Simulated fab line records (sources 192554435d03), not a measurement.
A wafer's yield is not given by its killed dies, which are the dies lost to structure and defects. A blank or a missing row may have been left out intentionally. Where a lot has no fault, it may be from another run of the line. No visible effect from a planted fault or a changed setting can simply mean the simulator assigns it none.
The tool behind it: which one? / flow n5-finfet / 24 lots (72 wafers sampled), 1 step of a 1938-step route

WHAT THE GAUGES SHOWED, per wafer
N5_BEOL_M6_OVL_MEAS_12.
lot=L074; measured=day 8 18:37; on=overlay-01; M6_OVL (nm)=-2.4 -0.5 -1.9
lot=L075; measured=day 8 22:25; on=overlay-02; M6_OVL (nm)=-1.2 -0.6 -2.0
lot=L076; measured=day 9 07:44; on=overlay-02; M6_OVL (nm)=-2.1 -1.7 -1.4
lot=L077; measured=day 9 12:22; on=overlay-02; M6_OVL (nm)=-1.6 -1.5 -0.6
lot=L078; measured=day 9 20:31; on=overlay-01; M6_OVL (nm)=-0.5 -1.8 -2.2
lot=L080; measured=day 10 03:29; on=overlay-01; M6_OVL (nm)=-1.1 -0.5 -0.7
lot=L081; measured=day 10 12:39; on=overlay-02; M6_OVL (nm)=0.9 0.1 -0.1
lot=L079; measured=day 10 12:59; on=overlay-01; M6_OVL (nm)=-1.7 -0.9 -1.4
lot=L083; measured=day 10 19:59; on=overlay-02; M6_OVL (nm)=-0.6 -0.5 -1.3
lot=L082; measured=day 11 05:55; on=overlay-02; M6_OVL (nm)=-0.3 -0.3 -1.0
lot=L084; measured=day 11 13:44; on=overlay-01; M6_OVL (nm)=-1.5 -1.0 -1.3
lot=L085; measured=day 11 19:10; on=overlay-02; M6_OVL (nm)=-0.4 -2.5 -0.9
lot=L086; measured=day 11 22:44; on=overlay-01; M6_OVL (nm)=-0.6 -2.5 -1.4
lot=L087; measured=day 12 05:52; on=overlay-01; M6_OVL (nm)=0.6 -0.1 -1.1
lot=L088; measured=day 12 10:13; on=overlay-01; M6_OVL (nm)=-0.9 -0.6 -0.9
lot=L089; measured=day 12 14:27; on=overlay-01; M6_OVL (nm)=-1.3 -1.5 -1.9
lot=L090; measured=day 12 20:08; on=overlay-01; M6_OVL (nm)=-1.0 -1.8 -0.9
lot=L091; measured=day 12 23:08; on=overlay-01; M6_OVL (nm)=1.0 0.9 0.5
lot=L092; measured=day 13 13:05; on=overlay-01; M6_OVL (nm)=-1.9 -1.8 -1.1
lot=L094; measured=day 13 16:52; on=overlay-01; M6_OVL (nm)=-2.2 -1.5 -2.1
lot=L093; measured=day 13 22:31; on=overlay-01; M6_OVL (nm)=-0.6 -0.7 -0.3
lot=L095; measured=day 14 09:27; on=overlay-01; M6_OVL (nm)=-1.0 -0.1 -0.4
lot=L096; measured=day 14 10:50; on=overlay-01; M6_OVL (nm)=-1.4 -2.3 -2.3
lot=L097; measured=day 14 23:25; on=overlay-02; M6_OVL (nm)=-1.0 -0.9 -0.5

WHICH TOOL RAN EACH LOT (tool, then ch and the chambers of the sampled wafers, then the start)
There is no process step in the record ahead of these readings.

WHAT THE TOOLS THEMSELVES READ (means of the sampled wafers that have a number; where no wafer has one, the mark that the record gives instead)
The record holds no such reading with a usual standard deviation.

THE ANSWER, worked out from the rows above alone
Rule: the lots themselves supply what counts as usual. The widest of any qualifying gaps counts: lots, ordered by their means at a reading, are off when they make up no more than a third of the lots, leave a main group of 4 or more, and stand apart from it by 3 or more times the standard deviation of that group's means. The tables above print the reading to a certain number of digits; a main group whose means all agree to those digits is not used. A lot without any number at a reading at which 4 lots or more have one is off too. Any other lot the step has rows for is counted as sound. Order of review: gauges by route order, followed by the tools' own readings, for which a lot's mean as printed above is used. The first step at which some lot is off is used, and at that step the reading that is off furthest; a lot without a number counts as furthest.
None of the lots is off at any reading shown; this tells nothing.

WHAT THE SIMULATOR HAD INSERTED
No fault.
